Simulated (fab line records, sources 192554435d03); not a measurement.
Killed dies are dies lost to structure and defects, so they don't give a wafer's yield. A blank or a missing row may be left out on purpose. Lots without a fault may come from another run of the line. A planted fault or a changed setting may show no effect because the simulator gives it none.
Chamber matching | flow n5_finfet | N5_BEOL_M5_DESCUM_16 on rie_diel-06: 4 sister chambers
The step chemistry O2, time 7 s. 8 wafers are shown with their chamber, then 8 later ones without.

WAFERS WITH THEIR CHAMBER
wafer  | chamber | drypump_motor_current_A (A) | throttle_valve_pct (%)
L075.2 | 0       | 5.5                         | 20.66
L083.1 | 3       | 6.8                         | 20.16
L083.2 | 2       | 5.6                         | 20.83
L083.6 | 1       | 5.3                         | 20.49
L085.1 | 0       | 5.5                         | 20.69
L085.2 | 2       | 5.7                         | 20.82
L085.4 | 1       | 5.3                         | 20.50
L087.3 | 3       | 6.8                         | 20.19

WAFERS WITHOUT THEIR CHAMBER
wafer  | drypump_motor_current_A (A) | throttle_valve_pct (%)
L087.5 | 5.4                         | 20.69
L087.6 | 6.8                         | 20.19
L092.1 | 5.5                         | 20.71
L092.3 | 5.3                         | 20.53
L092.6 | 5.5                         | 20.69
L096.1 | 6.7                         | 20.21
L096.3 | 5.5                         | 20.71
L096.5 | 5.7                         | 20.88

WHICH CHAMBER EACH WENT THROUGH
wafer  | from the rows above | in truth
L087.5 | 0                   | 0
L087.6 | 3                   | 3
L092.1 | 0                   | 0
L092.3 | 1                   | 1
L092.6 | 0                   | 0
L096.1 | 3                   | 3
L096.3 | 0                   | 0
L096.5 | 2                   | 2
Placed correctly: 8 of 8. Can't be placed from these rows: 0. Placed wrongly: 0.
How it was worked out, from the rows above alone: a wafer's distance from a chamber is the root of the sum, over the readings, of the square of ((its reading less the chamber's mean) divided by the reading's scatter). The wafer belongs to the nearest chamber; if the next one is less than 2 further off, it can't be placed. A chamber's mean is the mean of its shown wafers. The scatter: the root of (the sum of the squares of (reading less its chamber's mean) over the shown wafers, divided by (wafers less chambers)).
